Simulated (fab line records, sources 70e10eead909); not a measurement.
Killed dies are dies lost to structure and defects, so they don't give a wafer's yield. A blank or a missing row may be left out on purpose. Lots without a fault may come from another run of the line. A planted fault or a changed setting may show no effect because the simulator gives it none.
Which tool did it? | flow nand_harc | 11 lots, 33 wafers sampled, at 4 steps of a route of 1302

WHAT THE GAUGES READ, wafer by wafer
NHARC_P_CONTACT_CD_MEAS_12: target cd 90 nm.
lot  | measured     | on        | cd_nm (nm)
L587 | day 6 02:37  | cd_sem-01 | 90.0 89.6 90.4
L588 | day 6 19:17  | cd_sem-02 | 89.7 89.6 90.5
L592 | day 7 18:19  | cd_sem-03 | 91.8 90.8 91.0
L593 | day 8 07:37  | cd_sem-02 | 89.8 90.5 91.6
L594 | day 9 00:03  | cd_sem-01 | 84.0 82.8 84.0
L597 | day 10 04:38 | cd_sem-03 | 89.5 89.3 89.4
L604 | day 12 22:52 | cd_sem-02 | 90.5 90.7 90.7
L605 | day 13 12:12 | cd_sem-01 | 90.7 90.8 90.9
L607 | day 14 03:26 | cd_sem-02 | 90.1 90.6 90.7
L608 | day 14 15:26 | cd_sem-03 | 90.1 90.5 90.7
L609 | day 15 11:50 | cd_sem-03 | 90.8 91.1 90.8

WHICH TOOL RAN EACH LOT (tool, then ch and the chambers of the sampled wafers, then the start)
lot  | NHARC_P_GATE_RTA_64              | NHARC_P_GATE_RTA_82              | NHARC_P_CONTACT_EXPOSE_09
L587 | rtp_anneal-02 ch 0, day 5 23:52  | rtp_anneal-02 ch 0, day 6 00:56  | arfi_scanner-02 ch 0, day 6 02:28
L588 | rtp_anneal-01 ch 0, day 6 16:23  | rtp_anneal-02 ch 0, day 6 17:29  | arfi_scanner-01 ch 0, day 6 19:09
L592 | rtp_anneal-01 ch 0, day 7 15:20  | rtp_anneal-01 ch 0, day 7 16:23  | arfi_scanner-01 ch 0, day 7 18:10
L593 | rtp_anneal-02 ch 0, day 8 04:46  | rtp_anneal-01 ch 0, day 8 05:50  | arfi_scanner-02 ch 0, day 8 07:29
L594 | rtp_anneal-01 ch 0, day 8 21:13  | rtp_anneal-01 ch 0, day 8 22:17  | arfi_scanner-01 ch 0, day 8 23:55
L597 | rtp_anneal-01 ch 0, day 10 01:48 | rtp_anneal-01 ch 0, day 10 02:52 | arfi_scanner-01 ch 0, day 10 04:30
L604 | rtp_anneal-02 ch 0, day 12 20:01 | rtp_anneal-02 ch 0, day 12 21:04 | arfi_scanner-03 ch 0, day 12 22:44
L605 | rtp_anneal-01 ch 0, day 13 09:23 | rtp_anneal-01 ch 0, day 13 10:26 | arfi_scanner-02 ch 0, day 13 12:04
L607 | rtp_anneal-02 ch 0, day 14 00:22 | rtp_anneal-02 ch 0, day 14 01:26 | arfi_scanner-03 ch 0, day 14 03:17
L608 | rtp_anneal-01 ch 0, day 14 12:34 | rtp_anneal-01 ch 0, day 14 13:39 | arfi_scanner-01 ch 0, day 14 15:18
L609 | rtp_anneal-02 ch 0, day 15 09:01 | rtp_anneal-02 ch 0, day 15 10:04 | arfi_scanner-02 ch 0, day 15 11:41
- NHARC_P_GATE_RTA_64: time 1 s.
- NHARC_P_GATE_RTA_82: time 30 s.
- NHARC_P_CONTACT_EXPOSE_09: exposes mask P CA, target cd 90 nm.

THE ANSWER, worked out from the rows above alone
Rule: what is usual is taken from the lots themselves. Put in order of their means at a reading, lots are off if they are a third of the lots or fewer, leave a main group of 4 or more, and stand apart from it by a gap of 3 or more times the standard deviation of the main group's means; of several such gaps the widest counts. A main group whose means are all the same, to the digits that the tables above print for the reading, isn't used. A lot without any number at a reading at which 4 lots or more have one is off too. The other lots that the step has rows for count as sound.
Off: L594, at NHARC_P_CONTACT_CD_MEAS_12 (cd_nm). The main group: mean 90.4 nm, standard deviation 0.5.
A tool fits if, at a process step before that reading, it ran every lot that is off, and no sound lot after the first of them. The gauges at NHARC_P_CONTACT_CD_MEAS_12 are tried like those tools. None of those tried fits.

WHAT THE SIMULATOR HAD PUT IN
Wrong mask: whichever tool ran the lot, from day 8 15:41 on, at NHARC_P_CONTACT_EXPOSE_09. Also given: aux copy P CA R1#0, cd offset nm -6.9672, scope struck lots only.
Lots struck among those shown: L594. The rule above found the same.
